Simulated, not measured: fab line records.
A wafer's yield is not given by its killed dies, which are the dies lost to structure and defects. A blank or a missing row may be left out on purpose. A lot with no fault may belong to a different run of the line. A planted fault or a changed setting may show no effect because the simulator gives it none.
Which tool was responsible? + flow n5-finfet + 10 lots with 29 wafers sampled at 6 steps, on a route of 1938 steps

WHAT THE GAUGES SHOWED, per wafer
N5_BEOL_M15_CD_MEAS_28: target cd 407.6 nm. Usual: 406.9 nm for cd-nm, sd 2.
| lot  | measured     | on        | cd-nm (nm)        | flag |
|------|--------------|-----------|-------------------|------|
| L231 | day 11 10:32 | cd-sem-03 | 407.4 407.5 405.4 |      |
| L229 | day 11 20:28 | cd-sem-03 | 406.5 408.0 404.8 |      |
| L232 | day 12 21:50 | cd-sem-02 | 407.1 407.5 406.8 |      |
| L237 | day 13 18:04 | cd-sem-02 | 403.6 407.6 404.3 |      |
| L239 | day 14 02:31 | cd-sem-02 | 403.2 402.8 402.2 |      |
| L244 | day 14 23:29 | cd-sem-02 | 408.5 403.5 403.6 |      |
| L245 | day 15 03:31 | cd-sem-03 | 409.7 405.7 406.5 |      |
| L246 | day 15 10:18 | cd-sem-02 | 404.0 409.4 408.3 |      |
| L250 | day 16 14:08 | cd-sem-02 | 404.9 404.8 405.4 |      |
| L252 | day 17 00:47 | cd-sem-01 | 405.3 405.0       |      |

N5_BEOL_M15_OVL_MEAS_29. Usual: for M15_OVL the level is -2 nm and the standard deviation is 6.2.
| lot  | measured     | on         | M15_OVL (nm) | flag |
|------|--------------|------------|--------------|------|
| L231 | day 11 10:34 | overlay-02 | 9 11 7       |      |
| L229 | day 11 20:30 | overlay-02 | 0 -1 -1      |      |
| L232 | day 12 21:52 | overlay-01 | 1 9 -3       |      |
| L237 | day 13 18:05 | overlay-02 | 10 0 8       |      |
| L239 | day 14 02:32 | overlay-01 | -9 -3 -3     |      |
| L244 | day 14 23:31 | overlay-01 | -10 -10 -17  |      |
| L245 | day 15 03:32 | overlay-01 | -3 -3 -1     |      |
| L246 | day 15 10:20 | overlay-01 | -6 1 -4      |      |
| L250 | day 16 14:10 | overlay-01 | -10 -3 -8    |      |
| L252 | day 17 00:48 | overlay-02 | 3 4          |      |

N5_BEOL_M15_THK_MEAS_50: measures by xrf. Usual: for M15_THK the level is 849 nm and the standard deviation is 23.
| lot  | measured     | on            | M15_THK (nm) | flag |
|------|--------------|---------------|--------------|------|
| L231 | day 11 14:26 | film-metro-01 | 849 849 852  |      |
| L229 | day 12 04:11 | film-metro-01 | 862 860 866  |      |
| L232 | day 13 00:44 | film-metro-01 | 819 851 827  |      |
| L237 | day 13 20:31 | film-metro-02 | 846 855 855  |      |
| L239 | day 14 06:26 | film-metro-02 | 1459 850 855 | OFF  |
| L244 | day 15 02:49 | film-metro-01 | 859 857 1444 | OFF  |
| L245 | day 15 08:10 | film-metro-01 | 819 836 817  |      |
| L246 | day 15 12:25 | film-metro-01 | 857 897 898  |      |
| L250 | day 16 20:52 | film-metro-01 | 885 884 892  |      |
| L252 | day 17 03:35 | film-metro-01 | 806 828      |      |

N5_BEOL_M15_RS_MEAS_54: measures by four-point-probe. Usual: for M15_RS the level is 0.0216 ohm/sq and the standard deviation is 0.00051.
| lot  | measured     | on            | M15_RS (ohm/sq)      | flag |
|------|--------------|---------------|----------------------|------|
| L231 | day 11 14:34 | film-metro-01 | 0.0215 0.0215 0.0215 |      |
| L229 | day 12 04:19 | film-metro-02 | 0.0212 0.0211 0.0210 |      |
| L232 | day 13 00:51 | film-metro-01 | 0.0223 0.0214 0.0222 |      |
| L237 | day 13 20:38 | film-metro-01 | 0.0217 0.0214 0.0214 |      |
| L239 | day 14 06:35 | film-metro-01 | 0.0127 0.0218 0.0217 | OFF  |
| L244 | day 15 02:56 | film-metro-02 | 0.0213 0.0213 0.0126 | OFF  |
| L245 | day 15 08:17 | film-metro-01 | 0.0221 0.0217 0.0222 |      |
| L246 | day 15 12:33 | film-metro-01 | 0.0214 0.0203 0.0204 |      |
| L250 | day 16 20:59 | film-metro-01 | 0.0208 0.0208 0.0207 |      |
| L252 | day 17 03:43 | film-metro-02 | 0.0225 0.0220        |      |

WHICH TOOL RAN EACH LOT (tool, then ch and the chambers of the sampled wafers, then the start)
| lot  | N5_BEOL_M15_ILD_DEP_00          | N5_BEOL_M15_TRENCH_ETCH_34         |
|------|---------------------------------|------------------------------------|
| L231 | pecvd-04 ch 0,2, day 11 08:12   | rie-diel-01 ch 0,1, day 11 10:47   |
| L229 | pecvd-01 ch 0,1,2, day 11 18:19 | rie-diel-01 ch 0,2, day 11 20:39   |
| L232 | pecvd-02 ch 0,1,2, day 12 19:34 | rie-diel-03 ch 0,2,3, day 12 22:01 |
| L237 | pecvd-02 ch 0,1,2, day 13 15:55 | rie-diel-01 ch 0,1,2, day 13 18:26 |
| L239 | pecvd-02 ch 0,2, day 14 00:22   | rie-diel-01 ch 0,1, day 14 02:41   |
| L244 | pecvd-01 ch 0,1,2, day 14 21:28 | rie-diel-01 ch 0,3, day 14 23:40   |
| L245 | pecvd-01 ch 0,2, day 15 01:08   | rie-diel-03 ch 0,1,3, day 15 03:41 |
| L246 | pecvd-04 ch 0,2, day 15 08:02   | rie-diel-02 ch 0,2, day 15 10:34   |
| L250 | pecvd-02 ch 0,1,2, day 16 11:59 | rie-diel-02 ch 0,3, day 16 14:35   |
| L252 | pecvd-02 ch 0,1, day 16 22:41   | rie-diel-03 ch 1,2, day 17 01:10   |
- N5_BEOL_M15_ILD_DEP_00: deposits SiO2 from TEOS/O2, target thk 1629.3 nm, time 346.1 s.
- N5_BEOL_M15_TRENCH_ETCH_34: etches SiO2 in C4F8/O2/Ar, target depth 872.93 nm, time 199 s.

WHAT THE TOOLS THEMSELVES READ (means of the sampled wafers that have a number; where no wafer has one, the mark that the record gives instead)
N5_BEOL_M15_ILD_DEP_00. Usual: heater-power-outer-w 285 W, standard deviation 62; heater-power-w 536 W, standard deviation 88; showerhead-plenum-p-Torr 8.35 Torr, standard deviation 0.042; susceptor-temp-C 400.02 C, standard deviation 0.24; throttle-valve-pct 19.1 %, standard deviation 0.83.
| lot  | tool     | heater-power-outer-w (W) | heater-power-w (W) | showerhead-plenum-p-Torr (Torr) | susceptor-temp-C (C) | throttle-valve-pct (%) | flag |
|------|----------|--------------------------|--------------------|---------------------------------|----------------------|------------------------|------|
| L231 | pecvd-04 | 207                      | 450                | 8.37                            | 400.09               | 19.1                   |      |
| L229 | pecvd-01 | 329                      | 587                | 8.37                            | 400.15               | 18.9                   |      |
| L232 | pecvd-02 | 251                      | 492                | 8.33                            | 400.05               | 19.1                   |      |
| L237 | pecvd-02 | 278                      | 532                | 8.34                            | 400.02               | 19.2                   |      |
| L239 | pecvd-02 | 270                      | 492                | 8.30                            | 399.93               | 19.1                   |      |
| L244 | pecvd-01 | 380                      | 658                | 8.37                            | 399.88               | 18.9                   |      |
| L245 | pecvd-01 | 337                      | 566                | 8.39                            | 399.91               | 18.7                   |      |
| L246 | pecvd-04 | 236                      | 510                | 8.36                            | 400.03               | 17.9                   |      |
| L250 | pecvd-02 | 273                      | 507                | 8.35                            | 399.92               | 19.4                   |      |
| L252 | pecvd-02 | 310                      | 567                | 8.37                            | 399.82               | 19.6                   |      |

N5_BEOL_M15_TRENCH_ETCH_34. Usual: C4F8_flow_sccm 16.00 sccm, standard deviation 0.045; drypump-motor-current-A 5.8 A, standard deviation 0.43; oes-product-au 0.78 a.u., standard deviation 0.097; rf-vpp-V 2203 V, standard deviation 64; showerhead-plenum-p-Torr 3.44 Torr, standard deviation 0.091; throttle-valve-pct 30.8 %, standard deviation 0.35.
| lot  | tool        | C4F8_flow_sccm (sccm) | drypump-motor-current-A (A) | oes-product-au (a.u.) | rf-vpp-V (V) | showerhead-plenum-p-Torr (Torr) | throttle-valve-pct (%) | flag |
|------|-------------|-----------------------|-----------------------------|-----------------------|--------------|---------------------------------|------------------------|------|
| L231 | rie-diel-01 | 16.02                 | 5.3                         | 0.79                  | 2149         | 3.49                            | 30.7                   |      |
| L229 | rie-diel-01 | 16.01                 | 5.3                         | 0.79                  | 2239         | 3.48                            | 31.0                   |      |
| L232 | rie-diel-03 | 15.97                 | 6.4                         | 0.76                  | 2218         | 3.52                            | 30.7                   |      |
| L237 | rie-diel-01 | 15.99                 | 5.4                         | 0.80                  | 2179         | 3.45                            | 30.8                   |      |
| L239 | rie-diel-01 | 15.96                 | 5.5                         | 0.91                  | 2120         | 3.41                            | 30.7                   |      |
| L244 | rie-diel-01 | 15.97                 | 6.0                         | 0.96                  | 2195         | 3.41                            | 30.7                   |      |
| L245 | rie-diel-03 | 16.02                 | 6.1                         | 0.74                  | 2192         | 3.51                            | 30.8                   |      |
| L246 | rie-diel-02 | 16.01                 | 5.9                         | 0.82                  | 2278         | 3.49                            | 30.7                   |      |
| L250 | rie-diel-02 | 15.97                 | 5.8                         | 0.89                  | 2308         | 3.42                            | 30.6                   |      |
| L252 | rie-diel-03 | 16.01                 | 6.1                         | 0.68                  | 2214         | 3.38                            | 31.0                   |      |

THE ANSWER, worked out from the rows above alone
Rule: lot off if the mean of its wafers having a number is beyond 3 standard deviations from the usual mean. Also off: a lot with no number at a reading for which 4 or more lots have one. Any other lot the step has rows for is counted as sound. After the gauges, taken in route order, come the tools' own readings; for these a lot's mean is taken, as printed above. The first step at which some lot is off is used, and at that step the reading that is off furthest; a lot without a number counts as furthest.
Off: L239, L244, seen at N5_BEOL_M15_THK_MEAS_50 (M15_THK).
A tool fits if, at a process step before that reading, it ran every lot that is off, and no sound lot after the first of them. The gauges at N5_BEOL_M15_THK_MEAS_50 are tried like those tools. One fits: N5_BEOL_M15_TRENCH_ETCH_34 on rie-diel-01. Its last sound lot is L237 (day 13 18:26), its first lot that is off L239 (day 14 02:41): a fault that began between those two fits.

WHAT THE SIMULATOR HAD PUT IN
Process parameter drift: rie-diel-01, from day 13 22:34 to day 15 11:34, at N5_BEOL_M15_TRENCH_ETCH_34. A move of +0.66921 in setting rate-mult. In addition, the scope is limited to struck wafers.
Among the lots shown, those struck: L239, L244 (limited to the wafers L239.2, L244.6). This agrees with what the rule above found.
